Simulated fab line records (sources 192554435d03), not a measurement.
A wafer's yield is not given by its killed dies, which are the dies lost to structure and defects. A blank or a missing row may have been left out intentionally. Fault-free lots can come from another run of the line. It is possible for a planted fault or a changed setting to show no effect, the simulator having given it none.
Chamber matching	flow n5_finfet	N5_GATE_CUT_PECVD_57 on pecvd-02: 3 sister chambers
The step deposits SiNx from SiH4/NH3/N2, target thk 21 nm. 14 wafers are shown with their chamber, then 7 later ones without.

## WAFERS WITH THEIR CHAMBER
wafer	chamber	throttle_valve_pct (%)	showerhead_plenum_p_Torr (Torr)	showerhead_vpp_V (V)
L074.3	2	37.2	5.18	1052
L074.4	2	37.3	5.19	1069
L074.5	0	43.4	5.22	1059
L076.2	1	41.4	5.13	1084
L076.4	1	41.5	5.14	1089
L076.6	2	37.3	5.18	1043
L077.2	2	37.3	5.18	1061
L077.4	2	37.4	5.19	1044
L077.5	1	41.7	5.14	1084
L079.1	1	41.4	5.13	1080
L079.2	0	43.9	5.21	1064
L079.6	1	41.8	5.12	1095
L085.1	2	37.5	5.18	1060
L085.4	1	41.7	5.14	1089

SIGNATURES (means of the wafers above)
reading	chamber 0	chamber 1	chamber 2	scatter within a chamber
throttle_valve_pct	43.650	41.583	37.333	0.172
showerhead_plenum_p_Torr	5.2150	5.1333	5.1833	0.00685
showerhead_vpp_V	1061.50	1086.83	1054.83	7.87
Rule: a wafer lies at a distance from a chamber equal to the root of the sum of squares, over the readings, of (its reading less the chamber's mean, divided by the reading's scatter). The wafer belongs to the nearest chamber; if the next one is less than 2 further off, it can't be placed. The scatter: take each reading less its chamber's mean, square it, sum over the shown wafers, divide by the number of wafers less the number of chambers, and take the root.

## WAFERS MISSING THEIR CHAMBER
wafer	throttle_valve_pct (%)	showerhead_plenum_p_Torr (Torr)	showerhead_vpp_V (V)
L085.5	44.2	5.22	1062
L090.2	37.7	5.19	1051
L090.3	41.4	5.13	1095
L090.5	41.5	5.14	1102
L092.3	41.7	5.13	1094
L092.5	44.7	5.21	1046
L092.6	37.8	5.16	1052

## THE CHAMBER EACH PASSED THROUGH
wafer	from the rows above	in truth
L085.5	0	0
L090.2	2	2
L090.3	1	1
L090.5	1	1
L092.3	1	1
L092.5	0	0
L092.6	2	2
7 of 7 placed correctly. Not placeable from these rows: 0. Number placed wrongly: 0.
